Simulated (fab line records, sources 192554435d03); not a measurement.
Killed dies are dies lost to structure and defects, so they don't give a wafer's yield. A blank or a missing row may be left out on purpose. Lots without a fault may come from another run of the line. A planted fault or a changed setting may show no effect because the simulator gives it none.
Chamber matching | flow n5_finfet | N5_BEOL_M6_STRIP_36 on rie_diel-04: 4 sister chambers
The step strips in N2/H2. 4 wafers are shown with their chamber, then 9 later ones without.

WAFERS WITH THEIR CHAMBER
wafer  | chamber | drypump_motor_current_A (A)
L081.2 | 1       | 6.2
L082.3 | 0       | 6.1
L090.5 | 2       | 5.9
L090.6 | 3       | 5.5

WAFERS WITHOUT THEIR CHAMBER
wafer  | drypump_motor_current_A (A)
L092.3 | 6.1
L092.4 | 6.3
L092.5 | 6.1
L095.2 | 6.2
L095.3 | 5.5
L095.6 | 5.5
L093.1 | 6.1
L093.2 | 6.3
L093.6 | 5.5

WHICH CHAMBER EACH WENT THROUGH
wafer  | from the rows above | in truth
L092.3 | 0                   | 0
L092.4 | 1                   | 1
L092.5 | 0                   | 0
L095.2 | 1                   | 1
L095.3 | 3                   | 3
L095.6 | 3                   | 3
L093.1 | 0                   | 0
L093.2 | 1                   | 1
L093.6 | 3                   | 3
Placed correctly: 9 of 9. Can't be placed from these rows: 0. Placed wrongly: 0.
How it was worked out, from the rows above alone: a wafer's distance from a chamber is the root of the sum, over the readings, of the square of ((its reading less the chamber's mean) divided by the reading's scatter). The wafer belongs to the nearest chamber; if the next one is less than 2 further off, it can't be placed. A chamber's mean is the mean of its shown wafers. The scatter: with one shown wafer a chamber, the root of the mean of the squares of how far each hidden wafer lies from its nearest shown one.
